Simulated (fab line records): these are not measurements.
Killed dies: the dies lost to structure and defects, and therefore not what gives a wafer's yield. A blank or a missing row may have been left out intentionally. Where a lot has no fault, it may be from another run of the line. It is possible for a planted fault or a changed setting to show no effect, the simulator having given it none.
Chamber matching / flow n5_finfet / 4 sister chambers for N5_DUMMY_GATE_ETCH_44 on rie_si-02
The step etches poly-Si in HBr/O2, stops on SiO2, target depth 127.5 nm. 4 wafers are shown with their chamber, then 8 later ones without.

== WAFERS, EACH WITH ITS CHAMBER ==
wafer=L078.5; chamber=1; throttle_valve_pct (%)=18.45
wafer=L078.6; chamber=0; throttle_valve_pct (%)=18.37
wafer=L084.6; chamber=3; throttle_valve_pct (%)=18.09
wafer=L083.2; chamber=2; throttle_valve_pct (%)=18.76

== WAFERS WHOSE CHAMBER IS MISSING ==
wafer=L083.5; throttle_valve_pct (%)=18.34
wafer=L083.6; throttle_valve_pct (%)=18.10
wafer=L091.2; throttle_valve_pct (%)=18.35
wafer=L091.4; throttle_valve_pct (%)=18.75
wafer=L091.5; throttle_valve_pct (%)=18.09
wafer=L094.2; throttle_valve_pct (%)=18.35
wafer=L094.3; throttle_valve_pct (%)=18.75
wafer=L094.5; throttle_valve_pct (%)=18.11

== CHAMBER TAKEN BY EACH ==
wafer=L083.5; from the rows above=0; in truth=0
wafer=L083.6; from the rows above=3; in truth=3
wafer=L091.2; from the rows above=0; in truth=0
wafer=L091.4; from the rows above=2; in truth=2
wafer=L091.5; from the rows above=3; in truth=3
wafer=L094.2; from the rows above=0; in truth=0
wafer=L094.3; from the rows above=2; in truth=2
wafer=L094.5; from the rows above=3; in truth=3
8 of 8 placed correctly. Number that these rows cannot place: 0. Wrongly placed: 0.
How it was worked out, from the rows above alone: a wafer's distance from a chamber is the root of the sum, over the readings, of the square of ((its reading less the chamber's mean) divided by the reading's scatter). If the next closest chamber is less than 2 further off than the closest, the wafer can't be placed; otherwise it belongs to the closest. A chamber's mean is the mean of its shown wafers. The scatter (one wafer shown for each chamber): square how far every hidden wafer sits from the nearest shown wafer, average those squares and take the square root.
